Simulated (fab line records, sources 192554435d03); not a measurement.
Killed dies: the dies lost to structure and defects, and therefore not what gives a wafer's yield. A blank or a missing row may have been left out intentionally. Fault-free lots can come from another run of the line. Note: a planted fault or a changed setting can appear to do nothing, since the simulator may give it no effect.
Chamber matching	flow n5-finfet	N5_BEOL_M0_SAQP_ETCH_84 on rie-diel-01 has 4 sister chambers
The step etches SOC in N2/H2, target depth 100 nm, overetch 20 nm, time 150 s. 4 wafers are shown with their chamber, then 10 later ones without.

== WAFERS PAIRED WITH THEIR CHAMBERS ==
wafer	chamber	drypump-motor-current-A (A)
L417.1	3	5.8
L419.1	0	6.1
L420.4	2	5.3
L420.5	1	5.9

== WAFERS WHOSE CHAMBER IS MISSING ==
wafer	drypump-motor-current-A (A)
L420.6	6.1
L421.1	5.7
L421.5	6.0
L421.6	6.1
L422.3	6.1
L422.4	5.3
L422.6	6.1
L424.1	6.1
L424.4	6.1
L424.6	5.8

== EACH ONE'S CHAMBER ==
wafer	from the rows above	in truth
L420.6	0	0
L421.1	3	3
L421.5	can't be placed: 0 or 1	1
L421.6	0	0
L422.3	0	0
L422.4	2	2
L422.6	0	0
L424.1	0	0
L424.4	0	0
L424.6	3	3
Placed correctly: 9 of 10. Can't be placed from these rows: 1 (the true chamber is among the candidates in 1). Wrongly placed: 0.
How it was worked out, from the rows above alone: a wafer's distance from a chamber is the root of the sum, over the readings, of the square of ((its reading less the chamber's mean) divided by the reading's scatter). The wafer belongs to the nearest chamber; if the next one is less than 2 further off, it can't be placed. Each chamber's mean is taken over the wafers shown for it. The scatter (one wafer shown for each chamber): square how far every hidden wafer sits from the nearest shown wafer, average those squares and take the square root.
